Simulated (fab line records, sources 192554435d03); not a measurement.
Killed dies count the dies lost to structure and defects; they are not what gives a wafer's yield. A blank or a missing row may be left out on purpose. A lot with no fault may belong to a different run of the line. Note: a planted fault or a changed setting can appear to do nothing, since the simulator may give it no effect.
Matching of chambers	flow n5 finfet	4 sister chambers for N5_FIN_SAQP_ETCH_51 on rie diel-05
The step etches SiARC in CF4, target depth 45.5 nm, time 75.8 s. 4 wafers are shown with their chamber, then 8 later ones without.

== EACH WAFER AND ITS CHAMBER ==
wafer	chamber	drypump motor current A (A)
L079.5	2	5.4
L087.2	1	6.6
L087.6	3	5.1
L091.4	0	5.3

== WAFERS WITHOUT THEIR CHAMBER ==
wafer	drypump motor current A (A)
L091.5	5.3
L091.6	6.6
L093.1	6.6
L093.3	5.5
L093.4	5.1
L094.1	5.4
L094.3	5.2
L094.6	5.3

== WHICH CHAMBER EACH WENT THROUGH ==
wafer	from the rows above	in truth
L091.5	0	0
L091.6	1	1
L093.1	1	1
L093.3	2	2
L093.4	3	3
L094.1	2	2
L094.3	can't be placed: 0 or 3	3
L094.6	0	0
Correct placement for 7 of the 8. Not placeable from these rows: 1 (in 1, the candidates include the true chamber). Number placed wrongly: 0.
How it was worked out, from the rows above alone: a wafer's distance from a chamber is the root of the sum, over the readings, of the square of ((its reading less the chamber's mean) divided by the reading's scatter). If the next closest chamber is less than 2 further off than the closest, the wafer can't be placed; otherwise it belongs to the closest. For every chamber, the mean is computed from those of its wafers that are shown. The scatter: root of mean squared gap, hidden wafer to nearest shown wafer, with one shown wafer a chamber.
